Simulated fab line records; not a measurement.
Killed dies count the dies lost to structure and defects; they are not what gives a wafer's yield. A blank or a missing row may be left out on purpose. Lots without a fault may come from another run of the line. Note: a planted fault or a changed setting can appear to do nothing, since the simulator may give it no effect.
fab line records | flow nand-harc
record: lots: 24 wafers: 72 last-day: 24
route steps=1159 shown A_CHANNEL_FILL_D1@518 A_STAIRCASE@551
lots untouched by any fault: they come from a run of this same line in which no faults occurred
start-h: start of the lot's first displayed wafer, in hours after the record's first day | wait-h: time in hours since the lot's previous step | " repeats the value in the row above | L1.1+2: one row covering several wafers at once | - no value, or no start given | * or withheld: withheld | < > ~ a bound
route shown NAME@n: a module of which the file shows steps, and the number in the route of the first | usual: mean and standard deviation over wafers with no fault | same: alike in all rows | chamber/n: place in a boat | sites: readings site by site | _std_site: the values' standard deviation | _edge_site: outer sites' mean less inner sites' | radius-mm: for every site, how far away it sits from the centre of the wafer | mask NAME#n: copy n | behind: the most recent tool/chamber to have shaped the wafer | hold: why the lot was held/for how many hours/how that ended | device: transistor that didn't switch, given as n, p or np | end of line: the tests these same wafers got at the end of their route | for a step that has no rows: nothing shown but its recipe | killed: dies that structure and defects cost at the first sort, which is not the same as the wafer's yield | map: per-die view of a wafer (x killed, . not killed, _ where there is no die)
set.NAME: the setting that was run; set.NAME@STEP: the one run at that earlier step | model.NAME: the simulator's own value behind a step, which no gauge read
a sample of lots followed through the steps of the route, with each step as a table and each wafer as a row
services: the hour from which a tool's chamber was out of use, counted from the record's first day as start-h (under 0 if before that day), plus the number of hours and why
== steps ==
step: NHARC_A_CHANNEL_FILL_D1_INSPECT_13
usual: raw-defect-count: 279/110
columns lot.wafer tool chamber start-h wait-h raw-defect-count
L074.1 defect-inspect-02 - 241.98 0.2 446
L074.4 " - " " 309
L074.6 " - " " 180
L076.1 defect-inspect-01 - 242.04 0.2 317
L076.3 " - " " 165
L076.5 " - " " 153
L075.1 defect-inspect-02 - 242.15 0.2 234
L075.2 " - " " 146
L075.4 " - " " 167
L078.2 defect-inspect-02 - 248.38 0.1 753
L078.4 " - " " 371
L078.5 " - " " 395
L079.3 defect-inspect-01 - 248.41 0.1 232
L079.5 " - " " 286
L079.6 " - " " 381
L077.3 defect-inspect-02 - 256.36 0.1 275
L077.5 " - " " 432
L077.6 " - " " 232
L081.2 defect-inspect-02 - 269.01 0.1 203
L081.3 " - " " 273
L081.5 " - " " 125
L080.1 defect-inspect-02 - 269.01 0.2 248
L080.3 " - " " 446
L080.5 " - " " 238
L084.2 defect-inspect-02 - 282.94 0.1 189
L084.4 " - " " 257
L084.6 " - " " 97
L082.1 defect-inspect-02 - 282.97 0.2 397
L082.4 " - " " 151
L082.5 " - " " 215
L083.2 defect-inspect-02 - 286.76 0.1 181
L083.4 " - " " 153
L083.6 " - " " 285
L087.1 defect-inspect-01 - 312.02 0.2 281
L087.2 " - " " 230
L087.4 " - " " 304
L085.4 defect-inspect-01 - 312.20 0.1 256
L085.5 " - " " 214
L085.6 " - " " 220
L086.2 defect-inspect-01 - 315.46 0.1 478
L086.4 " - " " 332
L086.6 " - " " 406
L088.1 defect-inspect-01 - 324.51 0.2 209
L088.5 " - " " 258
L088.6 " - " " 222
L089.1 defect-inspect-02 - 324.68 0.2 317
L089.4 " - " " 339
L089.5 " - " " 368
L090.3 defect-inspect-01 - 329.68 0.1 212
L090.4 " - " " 595
L090.6 " - " " 245
L091.1 defect-inspect-02 - 329.85 0.2 505
L091.2 " - " " 188
L091.3 " - " " 257
L092.3 defect-inspect-01 - 340.26 0.1 397
L092.4 " - " " 183
L092.5 " - " " 164
L093.2 defect-inspect-01 - 345.42 0.1 252
L093.3 " - " " 347
L093.5 " - " " 227
L094.1 defect-inspect-01 - 351.63 0.2 219
L094.4 " - " " 283
L094.6 " - " " 364
L095.2 defect-inspect-01 - 351.71 0.1 445
L095.5 " - " " 295
L095.6 " - " " 267
L096.3 defect-inspect-02 - 369.03 0.1 295
L096.5 " - " " 173
L096.6 " - " " 163
L097.1 defect-inspect-01 - 375.52 0.2 122
L097.2 " - " " 134
L097.4 " - " " 136
step: NHARC_A_STAIRCASE_ETCH_15
recipe: target-depth-a: 1000 time-s: 40.5 ion-energy-ev: 400 c4f8-flow-sccm: 20 o2-flow-sccm: 10 ar-flow-sccm: withheld rf-w: 600 bias-w: 1000 chemistry: C4F8/O2
usual: oes-product-au: 0.939/0.014 rf-fwd-power-W: 593/3 rf-vpp-V: 896/6.1
columns lot.wafer tool chamber start-h wait-h oes-product-au rf-fwd-power-W rf-hours-counter-h rf-vpp-V
L074.1 rie-diel-10 3 - - 0.927 593 22 888
L074.4 " 2 " " 0.945 597 22 893
L074.6 " 3 " " 0.942 594 - 888
L076.1 rie-diel-11 0 - - 0.908 593 18 905
L076.3 " 1 " " 0.927 595 19 889
L076.5 " 2 " " 0.930 588 - 907
L075.4 rie-diel-11 2 - - 0.931 594 13 905
L075.2 " 3 " " 0.928 597 11 901
L075.1 " 0 " " 0.911 590 18 906
L078.4 rie-diel-09 0 - - 0.918 586 56 895
L078.2 " 2 " " 0.935 593 63 896
L078.5 " 1 " " 0.922 593 - 900
L079.3 rie-diel-09 2 - - 0.938 592 64 896
L079.6 " 3 " " 0.938 591 - 888
L079.5 " 0 " " 0.928 589 - 895
L077.3 rie-diel-11 1 - - 0.948 596 25 890
L077.5 " 1 " " 0.933 594 - 890
L077.6 " 2 " " 0.924 590 - 905
L081.2 rie-diel-10 0 - - 0.944 591 35 897
L081.3 " 2 " " 0.945 596 32 892
L081.5 " 0 " " 0.938 590 - 896
L080.1 rie-diel-09 2 - - 0.961 591 3 896
L080.3 " 0 " " 0.955 588 3 893
L080.5 " 2 " " 0.974 591 - 896
L084.2 rie-diel-10 2 - - 0.951 597 37 894
L084.4 " 3 " " 0.942 595 38 888
L084.6 " 2 " " 0.946 594 - 894
L082.1 rie-diel-11 1 - - 0.941 593 33 890
L082.4 " 2 " " 0.926 594 27 907
L082.5 " 0 " " 0.930 590 - 903
L083.2 rie-diel-11 1 - - 0.939 594 34 891
L083.4 " 0 " " 0.929 587 36 903
L083.6 " 2 " " 0.930 595 - 906
L087.4 rie-diel-10 3 - - 0.921 592 48 887
L087.2 " 0 " " 0.941 587 47 896
L087.1 " 2 " " 0.940 593 46 894
L085.4 rie-diel-10 1 - - 0.919 598 48 901
L085.6 " 2 " " 0.926 599 - 893
L085.5 " 3 " " 0.930 597 - 886
L086.2 rie-diel-09 2 - - 0.940 592 18 895
L086.4 " 1 " " 0.926 591 18 902
L086.6 " 3 " " 0.956 593 - 889
L088.1 rie-diel-11 3 - - 0.943 596 41 899
L088.6 " 3 " " 0.946 597 - 899
L088.5 " 0 " " 0.929 592 - 904
L089.1 rie-diel-09 2 - - 0.964 595 22 896
L089.4 " 1 " " 0.947 594 22 901
L089.5 " 2 " " 0.964 590 - 896
L090.4 rie-diel-09 1 - - 0.935 593 23 901
L090.3 " 0 " " 0.934 587 26 895
L090.6 " 1 " " 0.947 593 - 900
L091.1 rie-diel-09 2 - - 0.959 592 24 896
L091.3 " 3 " " 0.955 590 26 888
L091.2 " 1 " " 0.930 593 24 900
L092.4 rie-diel-10 3 - - 0.945 595 60 887
L092.3 " 2 " " 0.953 594 57 893
L092.5 " 3 " " 0.942 599 - 886
L093.2 rie-diel-09 2 - - 0.936 593 31 896
L093.3 " 3 " " 0.939 591 32 887
L093.5 " 2 " " 0.941 593 - 894
L095.2 rie-diel-11 1 - - 0.952 594 58 889
L095.5 " 0 " " 0.930 591 - 906
L095.6 " 1 " " 0.939 593 - 888
L094.1 rie-diel-09 3 - - 0.966 593 36 889
L094.4 " 1 " " 0.946 595 35 900
L094.6 " 2 " " 0.955 593 - 896
L096.3 rie-diel-10 1 - - 0.953 592 3 898
L096.5 " 2 " " 0.954 599 - 894
L096.6 " 3 " " 0.943 595 - 906
L097.1 rie-diel-11 0 - - 0.920 591 3 902
L097.2 " 1 " " 0.920 595 2 888
L097.4 " 2 " " 0.950 592 2 905
step: NHARC_A_STAIRCASE_ETCH_194
recipe: target-depth-a: 1000 time-s: 40.5 ion-energy-ev: 400 c4f8-flow-sccm: 20 o2-flow-sccm: 10 ar-flow-sccm: withheld rf-w: 600 bias-w: 1000 chemistry: C4F8/O2
usual: oes-product-au: 0.941/0.011 rf-fwd-power-W: 592.6/2.9 rf-vpp-V: 896/5.6
columns lot.wafer tool chamber start-h wait-h oes-product-au rf-fwd-power-W rf-hours-counter-h rf-vpp-V
L074.4 rie-diel-10 0 - - 0.942 591.5 24 897
L074.1 " 1 " " 0.958 591.9 25 898
L074.6 " 3 " " 0.937 596.0 - 889
L076.1 rie-diel-10 3 - - 0.933 595.2 26 889
L076.3 " 0 " " 0.930 590.6 26 897
L076.5 " 1 " " 0.942 594.2 - 899
L075.4 rie-diel-10 1 - - 0.945 589.5 27 901
L075.2 " 2 " " 0.944 593.6 25 892
L075.1 " 3 " " 0.937 595.1 26 888
L078.4 rie-diel-11 2 - - 0.922 592.5 17 905
L078.2 " 1 " " 0.930 591.8 22 890
L078.5 " 2 " " 0.917 593.0 - 906
L079.3 rie-diel-11 2 - - 0.935 591.7 17 905
L079.6 " 2 " " 0.934 593.8 - 906
L079.5 " 3 " " 0.933 595.7 - 899
L077.3 rie-diel-11 3 - - 0.932 593.9 19 899
L077.6 " 0 " " 0.933 592.2 - 905
L077.5 " 1 " " 0.933 596.6 - 891
L081.2 rie-diel-09 3 - - 0.942 589.9 4 888
L081.3 " 0 " " 0.951 586.6 4 892
L081.5 " 2 " " 0.947 595.8 - 897
L080.3 rie-diel-11 1 - - 0.957 592.4 30 889
L080.1 " 0 " " 0.947 589.3 30 905
L080.5 " 2 " " 0.948 590.7 - 905
L082.4 rie-diel-09 0 - - 0.938 587.0 10 895
L082.1 " 3 " " 0.954 591.1 10 890
L082.5 " 0 " " 0.946 585.1 - 895
L084.4 rie-diel-09 0 - - 0.944 586.9 10 894
L084.2 " 2 " " 0.959 590.0 8 897
L084.6 " 0 " " 0.947 588.8 - 894
L083.2 rie-diel-10 2 - - 0.955 596.7 39 893
L083.4 " 3 " " 0.958 595.6 40 887
L083.6 " 3 " " 0.971 591.9 - 888
L087.4 rie-diel-09 1 - - 0.933 595.2 20 900
L087.1 " 2 " " 0.940 592.4 20 895
L087.2 " 3 " " 0.958 593.8 22 888
L085.4 rie-diel-09 1 - - 0.947 594.5 20 901
L085.6 " 1 " " 0.948 594.1 - 901
L085.5 " 2 " " 0.955 593.4 - 895
L086.2 rie-diel-10 0 - - 0.951 591.8 52 895
L086.6 " 2 " " 0.948 595.6 - 893
L086.4 " 3 " " 0.939 596.7 - 889
L088.1 rie-diel-10 1 - - 0.940 592.4 51 900
L088.6 " 1 " " 0.948 594.6 - 900
L088.5 " 2 " " 0.949 597.5 - 893
L089.4 rie-diel-09 3 - - 0.943 593.3 26 889
L089.1 " 1 " " 0.945 591.6 23 901
L089.5 " 3 " " 0.955 588.9 - 889
L091.2 rie-diel-11 1 - - 0.934 594.3 50 889
L091.1 " 3 " " 0.945 599.6 46 897
L091.3 " 0 " " 0.918 589.6 55 906
L090.4 rie-diel-09 3 - - 0.947 592.0 28 889
L090.3 " 0 " " 0.918 587.6 28 893
L090.6 " 1 " " 0.933 591.7 - 901
L092.4 rie-diel-10 0 - - 0.930 590.4 62 894
L092.3 " 1 " " 0.960 593.5 57 899
L092.5 " 3 " " 0.934 593.8 - 888
L093.2 rie-diel-11 0 - - 0.934 590.0 59 905
L093.3 " 1 " " 0.942 589.4 56 889
L093.5 " 2 " " 0.929 589.9 - 905
L095.2 rie-diel-09 2 - - 0.947 592.4 38 895
L095.6 " 2 " " 0.946 588.3 - 895
L095.5 " 0 " " 0.932 590.0 - 894
L094.1 rie-diel-09 1 - - 0.931 593.8 37 902
L094.4 " 2 " " 0.943 593.4 - 895
L094.6 " 0 " " 0.934 588.2 - 894
L096.3 rie-diel-11 1 - - 0.945 588.9 0 888
L096.6 " 0 " " 0.945 590.1 - 905
L096.5 " 1 " " 0.940 589.7 - 888
L097.4 rie-diel-11 3 - - 0.936 594.8 4 900
L097.2 " 0 " " 0.923 594.8 4 905
L097.1 " 2 " " 0.939 589.4 4 904
step: NHARC_A_STAIRCASE_ETCH_199
recipe: target-depth-a: 1000 time-s: 40.5 ion-energy-ev: 400 c4f8-flow-sccm: 20 o2-flow-sccm: 10 ar-flow-sccm: withheld rf-w: 600 bias-w: 1000 chemistry: C4F8/O2
usual: oes-product-au: 0.941/0.014 rf-fwd-power-W: 593.3/2.7 rf-vpp-V: 897/6.3
columns lot.wafer tool chamber start-h wait-h oes-product-au rf-fwd-power-W rf-hours-counter-h rf-vpp-V
L074.1 rie-diel-11 2 - - 0.921 592.8 14 905
L074.4 " 3 " " 0.921 596.5 13 899
L074.6 " 2 " " 0.912 594.2 - 905
L076.1 rie-diel-11 0 - - 0.930 589.9 21 905
L076.3 " 3 " " 0.939 597.2 14 900
L076.5 " 0 " " 0.928 592.2 - 906
L075.2 rie-diel-11 2 - - 0.933 593.7 15 905
L075.1 " 0 " " 0.927 592.0 21 904
L075.4 " 1 " " 0.946 593.4 21 890
L079.3 rie-diel-11 1 - - 0.945 591.7 23 889
L079.5 " 2 " " 0.931 594.2 - 906
L079.6 " 3 " " 0.935 594.1 - 901
L078.2 rie-diel-10 0 - - 0.929 590.3 30 897
L078.4 " 3 " " 0.921 594.9 29 887
L078.5 " 1 " " 0.924 593.4 - 900
L077.3 rie-diel-11 3 - - 0.959 597.9 20 900
L077.6 " 1 " " 0.944 593.4 - 890
L077.5 " 2 " " 0.933 595.2 - 906
L081.2 rie-diel-09 2 - - 0.967 590.9 4 897
L081.3 " 3 " " 0.946 591.7 5 887
L081.5 " 3 " " 0.957 591.7 - 889
L080.3 rie-diel-11 1 - - 0.941 591.4 31 890
L080.1 " 2 " " 0.931 590.4 25 906
L080.5 " 0 " " 0.922 591.4 - 908
L082.1 rie-diel-11 1 - - 0.947 594.6 35 889
L082.4 " 3 " " 0.953 595.4 29 898
L082.5 " 0 " " 0.935 591.1 - 905
L084.4 rie-diel-10 3 - - 0.962 591.3 39 886
L084.2 " 1 " " 0.951 589.2 41 900
L084.6 " 0 " " 0.979 590.5 - 897
L083.4 rie-diel-11 0 - - 0.932 592.2 38 905
L083.2 " 1 " " 0.932 596.0 36 888
L083.6 " 2 " " 0.935 593.7 - 906
L087.2 rie-diel-10 0 - - 0.949 591.8 51 896
L087.1 " 2 " " 0.945 597.5 49 891
L087.4 " 2 " " 0.937 596.8 - 893
L085.4 rie-diel-09 2 - - 0.936 594.5 20 896
L085.6 " 1 " " 0.942 594.1 - 901
L085.5 " 2 " " 0.941 591.8 - 895
L086.2 rie-diel-10 0 - - 0.936 589.3 52 896
L086.4 " 0 " " 0.948 590.2 - 895
L086.6 " 2 " " 0.934 594.8 - 894
L089.1 rie-diel-11 0 - - 0.946 590.7 53 904
L089.4 " 1 " " 0.933 595.7 48 889
L089.5 " 2 " " 0.919 592.2 - 905
L088.1 rie-diel-10 1 - - 0.926 593.2 51 900
L088.5 " 1 " " 0.920 592.5 - 899
L088.6 " 3 " " 0.924 598.1 - 887
L091.3 rie-diel-11 3 - - 0.953 596.8 46 899
L091.1 " 0 " " 0.938 590.1 55 905
L091.2 " 1 " " 0.938 596.8 51 888
L090.3 rie-diel-10 1 - - 0.947 590.8 53 900
L090.4 " 2 " " 0.956 597.2 55 892
L090.6 " 0 " " 0.948 592.3 - 898
L092.4 rie-diel-10 3 - - 0.923 591.6 62 887
L092.3 " 0 " " 0.941 590.8 62 896
L092.5 " 3 " " 0.934 596.4 - 886
L093.2 rie-diel-11 2 - - 0.935 592.4 50 905
L093.3 " 0 " " 0.924 590.1 59 904
L093.5 " 2 " " 0.925 592.1 - 906
L095.2 rie-diel-09 2 - - 0.949 593.2 38 897
L095.6 " 0 " " 0.941 588.3 - 892
L095.5 " 1 " " 0.940 593.5 - 901
L094.1 rie-diel-10 2 - - 0.948 595.1 0 893
L094.4 " 3 " " 0.936 594.7 1 906
L094.6 " 3 " " 0.934 596.3 - 906
L096.3 rie-diel-10 3 - - 0.958 592.7 4 908
L096.6 " 1 " " 0.980 595.6 - 899
L096.5 " 2 " " 0.976 600.0 - 892
L097.1 rie-diel-09 0 - - 0.954 588.0 47 893
L097.2 " 2 " " 0.940 592.8 47 896
L097.4 " 2 " " 0.959 593.4 - 896
step: NHARC_A_STAIRCASE_TRIM_202
recipe: time-s: 211.2 o2-flow-sccm: 500 ar-flow-sccm: 0 bias-w: 0 chemistry: O2
usual: drypump-motor-current-A: 5.7/0.47 oes-product-au: 0.999/0.011 rf-vpp-V: 57.9/0.85 showerhead-plenum-p-Torr: 3.56/0.17 throttle-valve-pct: 17.037/0.0087
columns lot.wafer tool chamber start-h wait-h drypump-motor-current-A oes-product-au rf-hours-counter-h rf-vpp-V showerhead-plenum-p-Torr throttle-valve-pct
L074.4 rie-diel-11 3 - - 5.5 1.006 13 58.6 3.63 17.031
L074.1 " 2 " " 5.9 0.995 15 56.7 3.80 17.039
L074.6 " 3 " " 5.5 0.988 - 57.2 3.63 17.030
L076.1 rie-diel-11 0 - - 6.5 0.986 22 56.7 3.80 17.035
L076.3 " 2 " " 5.9 0.996 16 59.0 3.80 17.038
L076.5 " 3 " " 5.5 1.001 - 58.7 3.63 17.049
L075.2 rie-diel-11 2 - - 5.9 0.989 16 59.5 3.80 17.037
L075.1 " 3 " " 5.5 1.002 15 56.6 3.63 17.038
L075.4 " 0 " " 6.5 0.984 22 57.3 3.80 17.041
L079.3 rie-diel-11 3 - - 5.5 0.993 17 57.9 3.63 17.040
L079.5 " 2 " " 5.9 1.002 - 57.2 3.80 17.037
L079.6 " 3 " " 5.5 0.993 - 56.5 3.63 17.034
L078.4 rie-diel-10 2 - - 5.3 0.993 28 57.4 3.46 17.030
L078.2 " 0 " " 5.3 1.004 31 56.3 3.54 17.026
L078.5 " 2 " " 5.3 0.989 - 57.6 3.46 17.021
L077.3 rie-diel-11 0 - - 6.5 0.982 27 58.7 3.79 17.046
L077.5 " 3 " " 5.5 0.989 - 58.4 3.63 17.043
L077.6 " 0 " " 6.5 0.974 - 59.4 3.79 17.027
L081.2 rie-diel-09 2 - - 5.5 1.021 4 59.0 3.53 17.046
L081.3 " 0 " " 5.5 1.001 4 58.7 3.46 17.039
L081.5 " 3 " " 5.7 1.010 - 58.3 3.33 17.045
L080.1 rie-diel-11 3 - - 5.5 1.001 25 57.7 3.62 17.049
L080.3 " 1 " " 5.9 1.010 32 57.2 3.35 17.037
L080.5 " 0 " " 6.5 0.993 - 58.5 3.79 17.038
L082.4 rie-diel-11 1 - - 5.9 0.997 35 57.6 3.35 17.023
L082.1 " 3 " " 5.5 1.001 29 57.4 3.62 17.041
L082.5 " 0 " " 6.5 0.992 - 58.0 3.79 17.038
L084.4 rie-diel-10 2 - - 5.3 1.013 39 59.7 3.46 17.032
L084.2 " 3 " " 6.2 1.005 39 56.1 3.30 17.046
L084.6 " 3 " " 6.2 1.014 - 57.9 3.30 17.025
L083.4 rie-diel-11 1 - - 5.9 1.004 36 57.0 3.35 17.032
L083.2 " 3 " " 5.5 1.007 30 58.9 3.62 17.019
L083.6 " 1 " " 6.0 1.001 - 57.8 3.35 17.024
L087.2 rie-diel-10 0 - - 5.4 0.995 51 57.3 3.53 17.048
L087.1 " 3 " " 6.2 0.994 50 57.5 3.30 17.031
L087.4 " 0 " " 5.3 1.008 - 58.2 3.53 17.034
L085.4 rie-diel-09 0 - - 5.5 1.003 22 58.7 3.45 17.045
L085.5 " 3 " " 5.7 1.028 - 57.2 3.32 17.029
L085.6 " 0 " " 5.5 0.987 - 58.6 3.45 17.048
L086.2 rie-diel-10 2 - - 5.3 1.005 50 58.2 3.45 17.011
L086.4 " 0 " " 5.3 1.004 - 57.5 3.53 17.042
L086.6 " 2 " " 5.3 1.014 - 56.8 3.45 17.031
L088.1 rie-diel-10 1 - - 5.1 0.996 52 57.8 3.62 17.037
L088.5 " 1 " " 5.1 1.013 - 58.1 3.62 17.033
L088.6 " 3 " " 6.2 0.992 - 57.0 3.29 17.042
L089.4 rie-diel-11 1 - - 5.9 0.986 48 57.5 3.34 17.047
L089.1 " 2 " " 5.9 0.974 42 57.5 3.78 17.041
L089.5 " 0 " " 6.6 0.974 - 58.9 3.78 17.040
L091.3 rie-diel-11 1 - - 5.9 0.995 51 58.0 3.34 17.047
L091.2 " 2 " " 6.0 0.983 45 59.0 3.78 17.047
L091.1 " 0 " " 6.5 0.992 55 57.0 3.78 17.045
L090.3 rie-diel-10 3 - - 6.2 1.001 58 56.3 3.29 17.043
L090.4 " 1 " " 5.1 1.013 54 57.8 3.62 17.042
L090.6 " 0 " " 5.4 1.007 - 58.0 3.53 17.033
L092.4 rie-diel-10 3 - - 6.2 0.994 63 56.9 3.29 17.045
L092.3 " 1 " " 5.1 1.004 58 57.9 3.62 17.044
L092.5 " 3 " " 6.2 0.995 - 57.7 3.29 17.039
L093.3 rie-diel-11 3 - - 5.5 1.007 50 57.5 3.61 17.032
L093.2 " 1 " " 6.0 1.001 57 59.1 3.34 17.026
L093.5 " 2 " " 5.9 0.990 - 58.6 3.78 17.030
L095.2 rie-diel-09 0 - - 5.5 0.993 38 57.3 3.44 17.030
L095.5 " 1 " " 4.8 1.009 - 57.7 3.65 17.049
L095.6 " 0 " " 5.5 1.001 - 58.5 3.44 17.043
L094.4 rie-diel-10 0 - - 5.4 1.017 1 57.7 3.52 17.047
L094.1 " 1 " " 5.1 1.023 1 58.2 3.62 17.035
L094.6 " 0 " " 5.3 1.010 - 57.6 3.52 17.025
L096.3 rie-diel-10 2 - - 5.3 1.011 4 57.9 3.44 17.027
L096.5 " 1 " " 5.1 1.013 - 58.0 3.61 17.027
L096.6 " 2 " " 5.3 1.001 - 58.9 3.44 17.042
L097.1 rie-diel-09 1 - - 4.7 1.001 46 57.9 3.65 17.034
L097.2 " 2 " " 5.5 1.002 47 57.8 3.51 17.026
L097.4 " 0 " " 5.4 0.991 - 58.3 3.44 17.052
step: NHARC_A_STAIRCASE_TRIM_224
recipe: time-s: 211.2 o2-flow-sccm: 500 ar-flow-sccm: 0 bias-w: 0 chemistry: O2
usual: drypump-motor-current-A: 5.6/0.47 oes-product-au: 1.001/0.011 rf-vpp-V: 57.7/0.99 showerhead-plenum-p-Torr: 3.54/0.16 throttle-valve-pct: 17.037/0.009
columns lot.wafer tool chamber start-h wait-h drypump-motor-current-A oes-product-au rf-hours-counter-h rf-vpp-V showerhead-plenum-p-Torr throttle-valve-pct
L074.1 rie-diel-10 3 - - 6.2 0.985 26 55.5 3.31 17.028
L074.4 " 2 " " 5.3 1.003 26 56.6 3.46 17.037
L074.6 " 0 " " 5.3 1.006 - 57.0 3.54 17.034
L075.2 rie-diel-11 3 - - 5.5 1.002 16 57.7 3.63 17.013
L075.1 " 0 " " 6.5 0.976 23 59.0 3.79 17.022
L075.4 " 1 " " 6.0 0.999 23 56.2 3.35 17.039
L076.1 rie-diel-10 2 - - 5.3 1.013 28 58.3 3.46 17.044
L076.3 " 0 " " 5.3 0.999 30 56.9 3.54 17.041
L076.5 " 3 " " 6.2 1.001 - 57.4 3.31 17.051
L079.3 rie-diel-10 3 - - 6.2 1.005 30 56.0 3.31 17.032
L079.6 " 2 " " 5.3 1.009 - 56.4 3.46 17.024
L079.5 " 3 " " 6.2 1.000 - 57.8 3.31 17.027
L078.2 rie-diel-10 1 - - 5.1 1.006 32 57.5 3.63 17.019
L078.4 " 3 " " 6.2 0.994 31 56.9 3.31 17.051
L078.5 " 2 " " 5.3 1.009 - 57.5 3.46 17.051
L077.3 rie-diel-10 3 - - 6.2 1.002 33 56.1 3.30 17.052
L077.5 " 1 " " 5.1 1.000 - 57.9 3.63 17.020
L077.6 " 2 " " 5.3 1.004 - 57.7 3.46 17.048
L081.2 rie-diel-10 1 - - 5.1 0.999 38 58.2 3.63 17.061
L081.3 " 0 " " 5.3 1.008 37 57.6 3.54 17.050
L081.5 " 1 " " 5.1 0.997 - 57.6 3.63 17.037
L080.1 rie-diel-09 1 - - 4.8 0.997 6 57.6 3.67 17.040
L080.3 " 3 " " 5.7 1.008 8 56.8 3.33 17.026
L080.5 " 2 " " 5.5 1.013 - 57.6 3.53 17.045
L082.1 rie-diel-11 0 - - 6.5 0.985 38 58.3 3.79 17.028
L082.4 " 1 " " 6.0 1.004 36 57.1 3.35 17.046
L082.5 " 1 " " 5.9 1.000 - 55.1 3.35 17.033
L084.2 rie-diel-09 3 - - 5.7 1.014 12 57.1 3.33 17.038
L084.4 " 1 " " 4.8 1.004 10 58.0 3.67 17.030
L084.6 " 0 " " 5.5 0.999 - 57.3 3.46 17.034
L083.2 rie-diel-10 2 - - 5.3 1.001 41 57.3 3.45 17.039
L083.4 " 3 " " 6.2 1.001 42 56.3 3.30 17.030
L083.6 " 2 " " 5.3 1.003 - 56.7 3.45 17.043
L087.1 rie-diel-09 0 - - 5.4 0.993 23 57.2 3.45 17.038
L087.4 " 1 " " 4.7 0.999 21 58.2 3.66 17.035
L087.2 " 2 " " 5.5 1.013 21 56.9 3.52 17.034
L085.4 rie-diel-09 2 - - 5.5 1.012 21 55.9 3.52 17.039
L085.6 " 2 " " 5.5 1.019 - 57.4 3.52 17.033
L085.5 " 3 " " 5.7 1.021 - 57.3 3.32 17.027
L086.2 rie-diel-11 0 - - 6.5 0.984 51 59.5 3.78 17.048
L086.4 " 1 " " 5.9 0.999 47 57.1 3.34 17.039
L086.6 " 3 " " 5.5 1.006 - 59.4 3.62 17.024
L088.1 rie-diel-09 0 - - 5.5 0.991 27 58.4 3.45 17.031
L088.5 " 3 " " 5.7 1.015 - 57.4 3.32 17.013
L088.6 " 0 " " 5.4 0.998 - 57.3 3.45 17.046
L089.4 rie-diel-11 1 - - 5.9 0.993 49 57.4 3.34 17.034
L089.1 " 3 " " 5.5 0.992 45 58.4 3.61 17.020
L089.5 " 0 " " 6.5 0.972 - 59.0 3.78 17.016
L091.1 rie-diel-11 2 - - 5.9 1.003 45 59.6 3.78 17.032
L091.2 " 3 " " 5.5 1.014 47 58.1 3.61 17.030
L091.3 " 1 " " 5.9 1.001 51 56.7 3.34 17.045
L090.3 rie-diel-11 1 - - 5.9 0.996 52 57.2 3.34 17.043
L090.4 " 3 " " 5.5 1.017 47 56.7 3.61 17.045
L090.6 " 0 " " 6.5 0.989 - 58.4 3.78 17.029
L092.3 rie-diel-10 0 - - 5.3 0.991 63 58.0 3.52 17.043
L092.4 " 1 " " 5.1 0.999 59 58.3 3.62 17.042
L092.5 " 3 " " 6.2 0.991 - 57.4 3.29 17.026
L093.2 rie-diel-11 1 - - 5.9 0.995 58 57.4 3.34 17.041
L093.3 " 3 " " 5.5 0.995 53 59.7 3.61 17.040
L093.5 " 0 " " 6.5 0.979 - 59.3 3.77 17.027
L095.2 rie-diel-10 3 - - 6.2 1.008 1 59.0 3.81 17.045
L095.6 " 1 " " 5.1 1.006 - 56.6 3.62 17.043
L095.5 " 2 " " 5.3 1.009 - 57.9 3.44 17.031
L094.1 rie-diel-09 0 - - 5.5 0.995 39 57.8 3.44 17.044
L094.6 " 2 " " 5.5 1.011 - 56.7 3.51 17.035
L094.4 " 1 " " 4.8 0.995 - 58.1 3.65 17.041
L096.3 rie-diel-10 1 - - 5.1 1.013 6 58.9 3.61 17.030
L096.5 " 3 " " 6.2 1.005 - 59.1 3.80 17.046
L096.6 " 0 " " 5.3 1.016 - 58.3 3.52 17.038
L097.2 rie-diel-11 1 - - 5.9 1.001 5 57.5 3.33 17.049
L097.4 " 2 " " 5.9 1.011 5 57.5 3.77 17.032
L097.1 " 3 " " 5.5 0.998 6 57.0 3.60 17.037
== services ==
columns tool chamber start-h hours kind
rie-diel-11 0 223.07 - clean
rie-diel-11 1 223.07 - clean
rie-diel-11 2 223.07 - clean
rie-diel-11 3 223.07 - clean
rie-diel-11 0 248.03 - clean
rie-diel-11 1 248.03 - clean
rie-diel-11 2 248.03 - clean
rie-diel-11 3 248.03 - clean
rie-diel-09 - 254.16 9.0 pm
rie-diel-10 2 262.69 2.8 repair
rie-diel-11 0 272.64 - clean
rie-diel-11 1 272.64 - clean
rie-diel-11 2 272.64 - clean
rie-diel-11 3 272.64 - clean
rie-diel-11 0 297.21 - clean
rie-diel-11 1 297.21 - clean
rie-diel-11 2 297.21 - clean
rie-diel-11 3 297.21 - clean
rie-diel-11 1 303.45 4.2 repair
rie-diel-10 1 321.61 9.0 repair
rie-diel-11 0 321.81 - clean
rie-diel-10 2 332.57 1.5 repair
rie-diel-09 3 361.78 33.2 repair
rie-diel-11 - 366.57 9.0 pm
== key ==
fault none
